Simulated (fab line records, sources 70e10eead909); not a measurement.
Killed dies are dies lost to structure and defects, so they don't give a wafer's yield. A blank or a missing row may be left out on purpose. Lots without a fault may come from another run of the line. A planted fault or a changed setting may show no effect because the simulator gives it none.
A struck lot beside a sound one | flow nand_harc | 14 steps out of a route of 1302
Sound: wafers L659.2, L659.3, L659.4. Struck: wafers L667.2, L667.5. (L667.4 of the same lot was not struck and is left out.) The cause comes at the end.
At each step with rows: each side's tool, then ch and its chambers, then its first start. Under that, the readings that differ: sound wafers | struck wafers | difference of the means | sigmas: that difference in standard deviations of wafers without a fault.
alike: readings whose means differ by less than 2 such deviations, and words and numbers that are the same on both sides. not compared: withheld readings, readings that some wafer has no value for, bounds like >300 that may hide the same value, and numbers for which the record gives no deviation and whose values overlap.
The two part at a step that has a row with sigmas, a row that says differs or no value, or rows on one side only. Numbers that don't overlap but have no deviation are shown without sigmas and don't part them. A reading that every wafer of one side lacks parts them only if that side has two wafers or more.

first, 5 steps without rows for these wafers: NHARC_A_CONTACT_SOFTBAKE_37 (time 55 s); NHARC_A_CONTACT_EBR_38; NHARC_A_CONTACT_EXPOSE_39 (exposes mask A CC 3); NHARC_A_CONTACT_PEB_40 (peb time 65 s); NHARC_A_CONTACT_DEVELOP_41 (develop time 35 s).
NHARC_A_CONTACT_CD_MEAS_42: target cd 300 nm.
  sound on cd_sem-01 ch 0, day 21 13:40; struck on cd_sem-01 ch 0, day 24 13:13
  alike: cd_nm
NHARC_A_CONTACT_OVL_MEAS_43:
  sound on overlay-01, day 21 13:45; struck on overlay-02, day 24 13:18
  reading           | sound          | struck    | difference | sigmas
  overlay_x_nm (nm) | -0.6 -0.9 -0.5 | 1.0 0.8   | +1.6       | +2
  overlay_y_nm (nm) | 0.2 -0.5 0.2   | -2.1 -2.3 | -2.2       | -2
NHARC_A_CONTACT_INSPECT_44:
  sound on defect_inspect-02, day 21 13:47; struck on defect_inspect-02, day 24 13:20
  alike: raw_defect_count
NHARC_A_CONTACT_DESCUM_47: chemistry O2, time 3 s.
  sound on rie_diel-12 ch 0,1,3, day 21 13:51; struck on rie_diel-10 ch 1, day 24 13:24
  alike: drypump_motor_current_A, oes_product_au, rf_vpp_V, showerhead_plenum_p_Torr, throttle_valve_pct
  not compared: rf_hours_counter_h
NHARC_A_CONTACT_ETCH_48: etches the open film in CF4, target depth 39 nm, time 65 s.
  sound on rie_diel-12 ch 0,1,2, day 21 14:04; struck on rie_diel-10 ch 0,3, day 24 13:29
  alike: drypump_motor_current_A, oes_product_au, rf_vpp_V, showerhead_plenum_p_Torr, throttle_valve_pct
  not compared: rf_hours_counter_h
NHARC_A_CONTACT_ETCH_49: etches the open film in N2/H2, target depth 260 nm, time 475.3 s.
  sound on rie_diel-12 ch 0,1,3; struck on rie_diel-10 ch 1,3
  alike: drypump_motor_current_A, oes_product_au, rf_vpp_V, showerhead_plenum_p_Torr, throttle_valve_pct
  not compared: rf_hours_counter_h
NHARC_A_CONTACT_ETCH_50: etches the open film in CF4/CHF3, target depth 121 nm, time 60.5 s.
  sound on rie_diel-12 ch 0,1,2; struck on rie_diel-10 ch 0,1
  alike: drypump_motor_current_A, oes_product_au, rf_vpp_V, showerhead_plenum_p_Torr, throttle_valve_pct
  not compared: rf_hours_counter_h
NHARC_A_CONTACT_ETCH_51: etches the open film in O2/COS, target depth 7000 nm, time 1820 s.
  sound on rie_diel-12 ch 0,1,2, day 21 14:43; struck on rie_diel-10 ch 0, day 24 14:01
  reading                         | sound                | struck        | difference | sigmas
  o2_flow_sccm (sccm)             | 400.9 400.7 400.2    | 480.8 480.7   | +80.2      | +67
  oes_product_au (a.u.)           | 0.990 0.995 0.995    | 1.008 1.012   | +0.017     | +2
  showerhead_plenum_p_Torr (Torr) | 3.37 3.01 3.07       | 3.57 3.57     | +0.42      | +4
  throttle_valve_pct (%)          | 28.333 28.326 28.329 | 31.487 31.461 | +3.145     | +99 or more
  alike: drypump_motor_current_A, rf_vpp_V
  not compared: rf_hours_counter_h
NHARC_A_CONTACT_ETCH_111: etches the open film in C4F8/O2/Ar, time 140 s, target depth 700 nm.
  sound on har_cap_etch-01 ch 0,1, day 21 15:49; struck on har_cap_etch-03 ch 0,1, day 24 15:13
  not compared: rf_hours_counter_h

WHERE THEY PART
First at NHARC_A_CONTACT_OVL_MEAS_43; last, within this record, at NHARC_A_CONTACT_ETCH_51.

WHY: what the simulator had put in
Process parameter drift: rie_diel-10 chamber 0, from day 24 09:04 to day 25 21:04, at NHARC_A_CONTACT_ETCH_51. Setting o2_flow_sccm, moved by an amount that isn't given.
